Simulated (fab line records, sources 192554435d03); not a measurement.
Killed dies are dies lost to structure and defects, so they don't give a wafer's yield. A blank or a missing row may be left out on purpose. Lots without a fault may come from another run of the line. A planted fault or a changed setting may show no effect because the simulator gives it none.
Chamber matching | flow n5_finfet | N5_MOL_CONTACT_COAG_CO_FILL_22 on cvd_co-01: 3 sister chambers
The step material Co, precursor CCTBA/H2, target thk 20 nm. 3 wafers are shown with their chamber, then 6 later ones without.

WAFERS WITH THEIR CHAMBER
wafer  | chamber | heater_power_w (W)
L585.1 | 0       | 229
L585.3 | 2       | 219
L585.5 | 1       | 250

WAFERS WITHOUT THEIR CHAMBER
wafer  | heater_power_w (W)
L586.1 | 243
L586.2 | 233
L586.6 | 214
L587.1 | 246
L587.4 | 218
L587.5 | 234

WHICH CHAMBER EACH WENT THROUGH
wafer  | from the rows above     | in truth
L586.1 | can't be placed: 1 or 0 | 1
L586.2 | 0                       | 0
L586.6 | 2                       | 2
L587.1 | 1                       | 1
L587.4 | 2                       | 2
L587.5 | 0                       | 0
Placed correctly: 5 of 6. Can't be placed from these rows: 1 (the true chamber is among the candidates in 1). Placed wrongly: 0.
How it was worked out, from the rows above alone: a wafer's distance from a chamber is the root of the sum, over the readings, of the square of ((its reading less the chamber's mean) divided by the reading's scatter). The wafer belongs to the nearest chamber; if the next one is less than 2 further off, it can't be placed. A chamber's mean is the mean of its shown wafers. The scatter: with one shown wafer a chamber, the root of the mean of the squares of how far each hidden wafer lies from its nearest shown one.
